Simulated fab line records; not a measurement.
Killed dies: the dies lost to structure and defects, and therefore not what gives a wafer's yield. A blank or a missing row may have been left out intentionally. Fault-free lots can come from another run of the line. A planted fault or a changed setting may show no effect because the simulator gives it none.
Matching of chambers	flow nand_harc	4 sister chambers for NHARC_A_CHANNEL_FILL_D1_ALD_02 on ald_hk-02
The step deposits SiO2, target thk 6 nm, pulse time 10 s, ald cycles 60. 4 wafers are shown with their chamber, then 8 later ones without.

## EACH WAFER AND ITS CHAMBER
wafer	chamber	heater_power_w (W)
L083.6	0	432
L085.1	2	471
L085.6	1	360
L087.1	3	468

## WAFERS WHOSE CHAMBER IS MISSING
wafer	heater_power_w (W)
L087.4	479
L087.6	348
L088.1	422
L088.5	506
L088.6	467
L096.1	328
L096.3	452
L096.5	453

## THE CHAMBER EACH PASSED THROUGH
wafer	from the rows above	in truth
L087.4	can't be placed: 2 or 3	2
L087.6	1	1
L088.1	can't be placed: 0 or 3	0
L088.5	can't be placed: 2 or 3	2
L088.6	can't be placed: 3 or 2 or 0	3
L096.1	1	1
L096.3	can't be placed: 3 or 2 or 0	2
L096.5	can't be placed: 3 or 2 or 0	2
2 of 8 placed correctly. Can't be placed from these rows: 6 (the true chamber is among the candidates in 6). Placed wrongly: 0.
How it was worked out, from the rows above alone: a wafer's distance from a chamber is the root of the sum, over the readings, of the square of ((its reading less the chamber's mean) divided by the reading's scatter). If the next closest chamber is less than 2 further off than the closest, the wafer can't be placed; otherwise it belongs to the closest. A chamber's mean is the mean of its shown wafers. The scatter: root of mean squared gap, hidden wafer to nearest shown wafer, with one shown wafer a chamber.
